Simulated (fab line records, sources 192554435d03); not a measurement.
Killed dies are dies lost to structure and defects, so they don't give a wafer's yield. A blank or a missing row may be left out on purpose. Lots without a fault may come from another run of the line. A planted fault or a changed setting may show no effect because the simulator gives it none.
A struck lot beside a sound one | flow n5_finfet | 14 steps out of a route of 1938
Sound: wafers L100.1, L100.4, L100.6. Struck: wafers L111.1, L111.5, L111.6. The cause comes at the end.
At each step with rows: each side's tool, then ch and its chambers, then its first start. Under that, the readings that differ: sound wafers | struck wafers | difference of the means | sigmas: that difference in standard deviations of wafers without a fault.
alike: readings whose means differ by less than 2 such deviations, and words and numbers that are the same on both sides. not compared: withheld readings, readings that some wafer has no value for, bounds like >300 that may hide the same value, and numbers for which the record gives no deviation and whose values overlap.
The two part at a step that has a row with sigmas, a row that says differs or no value, or rows on one side only. Numbers that don't overlap but have no deviation are shown without sigmas and don't part them. A reading that every wafer of one side lacks parts them only if that side has two wafers or more.

N5_BEOL_M15_STRIP_63: strips in O2.
  sound on rie_diel-05 ch 1,2; struck on rie_diel-05 ch 1,2
  alike: drypump_motor_current_A, oes_product_au, rf_vpp_V, showerhead_plenum_p_Torr, throttle_valve_pct
  not compared: rf_hours_counter_h
N5_BEOL_M15_STRIP_64: strips in O2.
  sound on rie_diel-05 ch 1,2; struck on rie_diel-05 ch 1,2
  alike: drypump_motor_current_A, oes_product_au, rf_vpp_V, showerhead_plenum_p_Torr, throttle_valve_pct
  not compared: rf_hours_counter_h
then, 2 steps without rows for these wafers: N5_BEOL_M15_STRIP_65 (strips in post etch residue remover, time 60 s); N5_BEOL_M15_SRD_66 (time 30 s, dry time 30 s).
N5_BEOL_M15_CD_MEAS_17: target cd 360 nm.
  sound on cd_sem-01, day 12 15:41; struck on cd_sem-01, day 15 06:31
  alike: cd_nm
then, 1 step without rows for these wafers: N5_BEOL_M15_COAT_56 (time 60 s, resist thk 550 nm).
N5_BEOL_M15_ETCH_57: etches SOC in N2/H2, time 750 s.
  sound on rie_diel-02 ch 0,2,3, day 12 15:47; struck on rie_diel-02 ch 1,2,3, day 15 06:37
  alike: drypump_motor_current_A, oes_product_au, rf_vpp_V, showerhead_plenum_p_Torr, throttle_valve_pct
  not compared: rf_hours_counter_h
then, 5 steps without rows for these wafers: N5_BEOL_M15_COAT_60 (time 60 s, resist thk 89 nm); N5_BEOL_M15_COAT_22 (resist thk 800 nm); N5_BEOL_M15_EBR_24; N5_BEOL_M15_SOFTBAKE_23 (time 60 s); N5_BEOL_M15_EXPOSE_25 (exposes mask M15, target cd 400 nm).
N5_BEOL_M15_PEB_26: peb time 90 s.
  sound on litho_track-01 ch 0, day 12 16:27; struck on litho_track-05, day 15 07:24
  no value came back on the struck wafers for chill_plate_temp_C (C), exhaust_pa (Pa), peb_time_s (s), plate_temp_C (C); on the sound wafers chill_plate_temp_C (C) reads 23.01 23.06 22.93
then, 1 step without rows for these wafers: N5_BEOL_M15_DEVELOP_27 (develop time 45 s).

WHERE THEY PART
Only at N5_BEOL_M15_PEB_26, within this record.

WHY: what the simulator had put in
Skipped step whole: litho_track-05, from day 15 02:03 on, at N5_BEOL_M15_PEB_26. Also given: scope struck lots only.
